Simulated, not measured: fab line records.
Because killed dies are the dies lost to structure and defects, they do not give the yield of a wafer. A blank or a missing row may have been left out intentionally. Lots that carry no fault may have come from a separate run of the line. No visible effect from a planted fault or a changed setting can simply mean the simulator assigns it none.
The tool behind it: which one? | flow n5-finfet | 22 lots, 66 wafers sampled, at 5 steps of a route of 1938

WHAT EACH GAUGE READ, for each wafer
N5_BEOL_M9_OCD_MEAS_38.
lot  | measured     | on     | trench-depth-nm (nm)
L075 | day 11 07:26 | ocd-02 | 150.6 151.9 148.8
L074 | day 11 06:45 | ocd-01 | 150.3 154.3 150.6
L078 | day 11 16:26 | ocd-02 | 152.9 156.8 151.5
L076 | day 12 01:45 | ocd-02 | 145.1 147.5 154.2
L079 | day 12 02:21 | ocd-01 | 148.0 148.9 150.4
L080 | day 12 06:11 | ocd-01 | 149.3 151.5 148.0
L081 | day 12 13:24 | ocd-02 | 150.4 146.2 149.3
L082 | day 13 00:35 | ocd-02 | 145.9 148.9 154.0
L083 | day 13 08:31 | ocd-02 | 149.5 151.5 150.5
L085 | day 13 08:34 | ocd-02 | 155.0 147.8 146.0
L086 | day 13 16:17 | ocd-02 | 151.6 150.8 152.0
L087 | day 14 08:47 | ocd-02 | 152.1 150.8 150.5
L088 | day 14 22:54 | ocd-02 | 146.5 147.7 150.8
L089 | day 15 03:37 | ocd-02 | 154.6 155.1 147.2
L090 | day 15 08:32 | ocd-02 | 148.5 150.8 156.8
L091 | day 15 09:26 | ocd-01 | 153.0 151.4 152.2
L093 | day 15 09:19 | ocd-02 | 152.0 149.8 153.4
L092 | day 15 23:52 | ocd-01 | 150.9 143.1 144.5
L094 | day 16 13:57 | ocd-02 | 150.7 148.8 148.3
L096 | day 16 21:55 | ocd-02 | 151.8 150.9 157.5
L095 | day 16 21:58 | ocd-01 | 146.9 151.5 147.8
L097 | day 17 00:07 | ocd-02 | 148.7 148.9 147.4

TOOL THAT RAN EACH LOT (tool first, then ch and the chambers of the sampled wafers, then the start)
lot  | N5_BEOL_M9_ETCH_62                 | N5_BEOL_M9_ETCH_65                 | N5_BEOL_M9_ETCH_66                 | N5_BEOL_M9_VIA_ETCH_34
L075 | rie-diel-03 ch 0,2, day 11 03:35   | rie-diel-01 ch 0,1,3, day 11 07:02 | rie-diel-01 ch 0,1,3, day 11 07:04 | rie-diel-01 ch 0,1,3, day 11 07:10
L074 | rie-diel-03 ch 0,1,2, day 11 03:50 | rie-diel-06 ch 0,1,2, day 11 06:20 | rie-diel-06 ch 0,1,2, day 11 06:22 | rie-diel-06 ch 0,1,2, day 11 06:28
L078 | rie-diel-03 ch 0,3, day 11 14:36   | rie-diel-03 ch 1,2,3, day 11 16:02 | rie-diel-03 ch 1,2,3, day 11 16:04 | rie-diel-03 ch 1,2,3, day 11 16:10
L076 | rie-diel-03 ch 0,2,3, day 12 00:29 | rie-diel-06 ch 1,2,3, day 12 01:21 | rie-diel-06 ch 1,2,3, day 12 01:22 | rie-diel-06 ch 1,2,3, day 12 01:28
L079 | rie-diel-03 ch 1,2, day 12 00:59   | rie-diel-01 ch 0,2,3, day 12 01:57 | rie-diel-01 ch 0,2,3, day 12 01:59 | rie-diel-01 ch 0,2,3, day 12 02:05
L080 | rie-diel-01 ch 1,2, day 12 02:28   | rie-diel-01 ch 0,2,3, day 12 05:47 | rie-diel-01 ch 0,2,3, day 12 05:49 | rie-diel-01 ch 0,2,3, day 12 05:55
L081 | rie-diel-03 ch 0,2,3, day 12 11:40 | rie-diel-06 ch 0,3, day 12 12:59   | rie-diel-06 ch 0,3, day 12 13:01   | rie-diel-06 ch 0,3, day 12 13:07
L082 | rie-diel-01 ch 0,3, day 12 21:27   | rie-diel-06 ch 0,1,3, day 13 00:11 | rie-diel-06 ch 0,1,3, day 13 00:13 | rie-diel-06 ch 0,1,3, day 13 00:19
L083 | rie-diel-01 ch 0,1,3, day 13 05:23 | rie-diel-03 ch 0,2,3, day 13 08:07 | rie-diel-03 ch 0,2,3, day 13 08:08 | rie-diel-03 ch 0,2,3, day 13 08:14
L085 | rie-diel-01 ch 0,1,2, day 13 05:52 | rie-diel-06 ch 1,2,3, day 13 08:10 | rie-diel-06 ch 1,2,3, day 13 08:11 | rie-diel-06 ch 1,2,3, day 13 08:17
L086 | rie-diel-01 ch 1,2,3, day 13 14:25 | rie-diel-03 ch 0,2,3, day 13 15:52 | rie-diel-03 ch 0,2,3, day 13 15:54 | rie-diel-03 ch 0,2,3, day 13 16:00
L087 | rie-diel-01 ch 0,1,3, day 14 06:42 | rie-diel-03 ch 0,3, day 14 08:22   | rie-diel-03 ch 0,3, day 14 08:24   | rie-diel-03 ch 0,3, day 14 08:30
L088 | rie-diel-06 ch 0,2,3, day 14 19:18 | rie-diel-01 ch 0,1,2, day 14 22:29 | rie-diel-01 ch 0,1,2, day 14 22:31 | rie-diel-01 ch 0,1,2, day 14 22:37
L089 | rie-diel-01 ch 0,2,3, day 15 00:13 | rie-diel-06 ch 1,2, day 15 03:13   | rie-diel-06 ch 1,2, day 15 03:15   | rie-diel-06 ch 1,2, day 15 03:21
L090 | rie-diel-01 ch 0,1,2, day 15 07:12 | rie-diel-06 ch 0,1,2, day 15 08:08 | rie-diel-06 ch 0,1,2, day 15 08:10 | rie-diel-06 ch 0,1,2, day 15 08:16
L091 | rie-diel-06 ch 0,2,3, day 15 07:24 | rie-diel-03 ch 0,2,3, day 15 09:02 | rie-diel-03 ch 0,2,3, day 15 09:04 | rie-diel-03 ch 0,2,3, day 15 09:10
L093 | rie-diel-01 ch 0,1,2, day 15 07:40 | rie-diel-01 ch 2,3, day 15 08:55   | rie-diel-01 ch 2,3, day 15 08:56   | rie-diel-01 ch 2,3, day 15 09:02
L092 | rie-diel-03 ch 0,1,3, day 15 21:20 | rie-diel-06 ch 0,3, day 15 23:28   | rie-diel-06 ch 0,3, day 15 23:29   | rie-diel-06 ch 0,3, day 15 23:35
L094 | rie-diel-01 ch 0,1, day 16 11:43   | rie-diel-01 ch 0,2,3, day 16 13:32 | rie-diel-01 ch 0,2,3, day 16 13:34 | rie-diel-01 ch 0,2,3, day 16 13:40
L096 | rie-diel-06 ch 1,2,3, day 16 14:53 | rie-diel-03 ch 0,1,3, day 16 21:31 | rie-diel-03 ch 0,1,3, day 16 21:32 | rie-diel-03 ch 0,1,3, day 16 21:38
L095 | rie-diel-01 ch 2,3, day 16 14:55   | rie-diel-01 ch 0,1,2, day 16 21:34 | rie-diel-01 ch 0,1,2, day 16 21:35 | rie-diel-01 ch 0,1,2, day 16 21:41
L097 | rie-diel-03 ch 0,1,3, day 16 22:43 | rie-diel-01 ch 0,2, day 16 23:43   | rie-diel-01 ch 0,2, day 16 23:44   | rie-diel-01 ch 0,2, day 16 23:50
- N5_BEOL_M9_ETCH_62: etches SOC in N2/H2, target depth 110 nm, overetch 22 nm, time 165 s.
- N5_BEOL_M9_ETCH_65: etches SiARC in CF4, target depth 15.6 nm, time 26 s.
- N5_BEOL_M9_ETCH_66: etches SOC in N2/H2, target depth 80 nm, overetch 16 nm, time 120 s.
- N5_BEOL_M9_VIA_ETCH_34: etches SiCOH lowk in C4F6/O2, target depth 182.4 nm, time 68.4 s.

AS READ BY THE TOOLS THEMSELVES (means over the sampled wafers that have a number; for cases with no such wafer, the mark the record gives instead)
N5_BEOL_M9_ETCH_62.
lot  | tool        | drypump-motor-current-A (A) | oes-product-au (a.u.) | rf-vpp-V (V) | showerhead-plenum-p-Torr (Torr) | throttle-valve-pct (%)
L075 | rie-diel-03 | 5.2                         | 0.69                  | 524.5        | 2.58                            | 17.81
L074 | rie-diel-03 | 5.2                         | 0.70                  | 524.1        | 2.54                            | 17.89
L078 | rie-diel-03 | 5.2                         | 0.71                  | 523.9        | 2.55                            | 17.83
L076 | rie-diel-03 | 5.1                         | 0.67                  | 523.2        | 2.54                            | 17.88
L079 | rie-diel-03 | 5.0                         | 0.66                  | 522.8        | 2.49                            | 18.02
L080 | rie-diel-01 | 5.8                         | 0.63                  | 525.7        | 2.57                            | 17.88
L081 | rie-diel-03 | 5.1                         | 0.67                  | 523.3        | 2.54                            | 17.87
L082 | rie-diel-01 | 6.1                         | 0.63                  | 523.6        | 2.50                            | 17.85
L083 | rie-diel-01 | 6.1                         | 0.63                  | 521.4        | 2.46                            | 17.84
L085 | rie-diel-01 | 5.9                         | 0.61                  | 522.9        | 2.53                            | 17.98
L086 | rie-diel-01 | 6.0                         | 0.64                  | 522.0        | 2.51                            | 17.76
L087 | rie-diel-01 | 6.0                         | 0.62                  | 520.9        | 2.46                            | 17.87
L088 | rie-diel-06 | 6.2                         | 0.65                  | 524.8        | 2.58                            | 17.68
L089 | rie-diel-01 | 6.1                         | 0.63                  | 523.5        | 2.54                            | 17.78
L090 | rie-diel-01 | 5.9                         | 0.59                  | 522.8        | 2.52                            | 18.01
L091 | rie-diel-06 | 6.2                         | 0.65                  | 524.5        | 2.58                            | 17.68
L093 | rie-diel-01 | 5.9                         | 0.60                  | 523.7        | 2.52                            | 18.01
L092 | rie-diel-03 | 5.1                         | 0.67                  | 521.5        | 2.49                            | 17.97
L094 | rie-diel-01 | 6.0                         | 0.58                  | 521.8        | 2.48                            | 18.11
L096 | rie-diel-06 | 5.7                         | 0.64                  | 524.0        | 2.57                            | 17.90
L095 | rie-diel-01 | 6.0                         | 0.64                  | 525.3        | 2.57                            | 17.72
L097 | rie-diel-03 | 5.1                         | 0.66                  | 521.7        | 2.49                            | 18.00

N5_BEOL_M9_ETCH_65.
lot  | tool        | drypump-motor-current-A (A) | etch-rf-on-time-s (s) | oes-product-au (a.u.) | rf-vpp-V (V) | showerhead-plenum-p-Torr (Torr) | throttle-valve-pct (%)
L075 | rie-diel-01 | 6.1                         | 26.1                  | 0.64                  | 183.7        | 2.09                            | 15.67
L074 | rie-diel-06 | 5.9                         | 25.4                  | 0.71                  | 185.0        | 2.20                            | 15.50
L078 | rie-diel-03 | 4.9                         | 25.5                  | 0.67                  | 183.2        | 2.09                            | 15.65
L076 | rie-diel-06 | 5.7                         | 26.3                  | 0.68                  | 183.8        | 2.19                            | 15.67
L079 | rie-diel-01 | 6.0                         | 26.1                  | 0.65                  | 184.4        | 2.15                            | 15.62
L080 | rie-diel-01 | 6.0                         | 26.0                  | 0.66                  | 183.9        | 2.15                            | 15.62
L081 | rie-diel-06 | 6.4                         | 26.4                  | 0.71                  | 184.5        | 2.17                            | 15.28
L082 | rie-diel-06 | 5.9                         | 25.9                  | 0.71                  | 183.2        | 2.17                            | 15.49
L083 | rie-diel-03 | 5.1                         | 26.2                  | 0.67                  | 183.9        | 2.12                            | 15.55
L085 | rie-diel-06 | 5.7                         | 26.5                  | 0.66                  | 184.1        | 2.18                            | 15.69
L086 | rie-diel-03 | 5.1                         | 25.9                  | 0.68                  | 184.2        | 2.12                            | 15.56
L087 | rie-diel-03 | 5.2                         | 26.3                  | 0.70                  | 184.7        | 2.13                            | 15.55
L088 | rie-diel-01 | 5.9                         | 26.2                  | 0.60                  | 183.1        | 2.13                            | 15.86
L089 | rie-diel-06 | 5.5                         | 26.0                  | 0.68                  | 184.5        | 2.19                            | 15.77
L090 | rie-diel-06 | 5.9                         | 26.1                  | 0.68                  | 183.9        | 2.19                            | 15.57
L091 | rie-diel-03 | 5.1                         | 26.2                  | 0.67                  | 184.3        | 2.12                            | 15.57
L093 | rie-diel-01 | 6.1                         | 26.4                  | 0.68                  | 184.6        | 2.12                            | 15.47
L092 | rie-diel-06 | 6.2                         | 27.2                  | 0.63                  | 184.5        | 2.14                            | 15.48
L094 | rie-diel-01 | 6.1                         | 26.4                  | 0.63                  | 183.9        | 2.14                            | 15.69
L096 | rie-diel-03 | 5.1                         | 26.1                  | 0.67                  | 182.6        | 2.09                            | 15.70
L095 | rie-diel-01 | 5.9                         | 26.8                  | 0.59                  | 184.4        | 2.13                            | 15.87
L097 | rie-diel-01 | 5.9                         | 26.9                  | 0.61                  | 184.0        | 2.18                            | 15.83

N5_BEOL_M9_ETCH_66.
lot  | tool        | drypump-motor-current-A (A) | oes-product-au (a.u.) | rf-vpp-V (V) | showerhead-plenum-p-Torr (Torr) | throttle-valve-pct (%)
L075 | rie-diel-01 | 6.1                         | 0.58                  | 522.0        | 2.47                            | 17.81
L074 | rie-diel-06 | 5.9                         | 0.64                  | 525.9        | 2.61                            | 17.71
L078 | rie-diel-03 | 4.9                         | 0.59                  | 522.2        | 2.49                            | 17.98
L076 | rie-diel-06 | 5.7                         | 0.60                  | 525.6        | 2.58                            | 17.83
L079 | rie-diel-01 | 6.1                         | 0.59                  | 524.1        | 2.55                            | 17.74
L080 | rie-diel-01 | 6.1                         | 0.59                  | 523.7        | 2.55                            | 17.74
L081 | rie-diel-06 | 6.4                         | 0.64                  | 523.8        | 2.57                            | 17.48
L082 | rie-diel-06 | 5.9                         | 0.63                  | 524.7        | 2.57                            | 17.68
L083 | rie-diel-03 | 5.1                         | 0.61                  | 523.8        | 2.54                            | 17.88
L085 | rie-diel-06 | 5.7                         | 0.59                  | 524.2        | 2.58                            | 17.87
L086 | rie-diel-03 | 5.1                         | 0.61                  | 523.5        | 2.53                            | 17.87
L087 | rie-diel-03 | 5.2                         | 0.63                  | 523.8        | 2.54                            | 17.83
L088 | rie-diel-01 | 5.9                         | 0.54                  | 522.8        | 2.52                            | 18.01
L089 | rie-diel-06 | 5.4                         | 0.61                  | 525.2        | 2.60                            | 17.98
L090 | rie-diel-06 | 5.9                         | 0.61                  | 525.0        | 2.60                            | 17.77
L091 | rie-diel-03 | 5.1                         | 0.60                  | 523.9        | 2.53                            | 17.90
L093 | rie-diel-01 | 6.1                         | 0.60                  | 523.0        | 2.51                            | 17.56
L092 | rie-diel-06 | 6.2                         | 0.59                  | 525.0        | 2.53                            | 17.63
L094 | rie-diel-01 | 6.1                         | 0.57                  | 523.9        | 2.53                            | 17.78
L096 | rie-diel-03 | 5.1                         | 0.59                  | 521.4        | 2.49                            | 17.98
L095 | rie-diel-01 | 5.9                         | 0.54                  | 524.0        | 2.52                            | 18.02
L097 | rie-diel-01 | 6.0                         | 0.55                  | 525.5        | 2.60                            | 17.94

N5_BEOL_M9_VIA_ETCH_34.
lot  | tool        | drypump-motor-current-A (A) | oes-product-au (a.u.) | rf-vpp-V (V) | showerhead-plenum-p-Torr (Torr) | throttle-valve-pct (%)
L075 | rie-diel-01 | 6.0                         | 0.75                  | 673          | 2.77                            | 20.89
L074 | rie-diel-06 | 5.9                         | 0.84                  | 664          | 2.93                            | 20.83
L078 | rie-diel-03 | 4.9                         | 0.77                  | 664          | 2.78                            | 21.00
L076 | rie-diel-06 | 5.7                         | 0.78                  | 667          | 2.91                            | 20.98
L079 | rie-diel-01 | 6.1                         | 0.76                  | 675          | 2.85                            | 20.85
L080 | rie-diel-01 | 6.1                         | 0.76                  | 676          | 2.85                            | 20.86
L081 | rie-diel-06 | 6.4                         | 0.83                  | 667          | 2.86                            | 20.45
L082 | rie-diel-06 | 5.9                         | 0.82                  | 663          | 2.87                            | 20.76
L083 | rie-diel-03 | 5.1                         | 0.80                  | 665          | 2.83                            | 20.88
L085 | rie-diel-06 | 5.7                         | 0.76                  | 667          | 2.90                            | 21.00
L086 | rie-diel-03 | 5.1                         | 0.79                  | 666          | 2.83                            | 20.90
L087 | rie-diel-03 | 5.2                         | 0.82                  | 674          | 2.83                            | 20.87
L088 | rie-diel-01 | 5.9                         | 0.69                  | 674          | 2.82                            | 21.10
L089 | rie-diel-06 | 5.5                         | 0.80                  | 660          | 2.93                            | 21.16
L090 | rie-diel-06 | 5.9                         | 0.79                  | 663          | 2.92                            | 20.87
L091 | rie-diel-03 | 5.1                         | 0.78                  | 666          | 2.82                            | 20.91
L093 | rie-diel-01 | 6.1                         | 0.78                  | 672          | 2.82                            | 20.70
L092 | rie-diel-06 | 6.2                         | 0.75                  | 670          | 2.83                            | 20.66
L094 | rie-diel-01 | 6.0                         | 0.73                  | 674          | 2.83                            | 20.91
L096 | rie-diel-03 | 5.1                         | 0.78                  | 670          | 2.78                            | 21.00
L095 | rie-diel-01 | 5.9                         | 0.70                  | 673          | 2.82                            | 21.11
L097 | rie-diel-01 | 5.9                         | 0.71                  | 676          | 2.90                            | 21.04

THE ANSWER, worked out from the rows above alone
Rule: what is usual is taken from the lots themselves. The widest of any qualifying gaps counts: lots, ordered by their means at a reading, are off when they make up no more than a third of the lots, leave a main group of 4 or more, and stand apart from it by 3 or more times the standard deviation of that group's means. The tables above print the reading to a certain number of digits; a main group whose means all agree to those digits is not used. A lot without any number at a reading at which 4 lots or more have one is off too. All remaining lots with rows at the step are treated as sound. After the gauges, taken in route order, come the tools' own readings; for these a lot's mean is taken, as printed above. At the first step where some lot is off, the reading lying furthest off is the one used; lots without a number count as furthest.
None of the lots is off at any reading shown; this tells nothing.

WHAT THE SIMULATOR PUT IN
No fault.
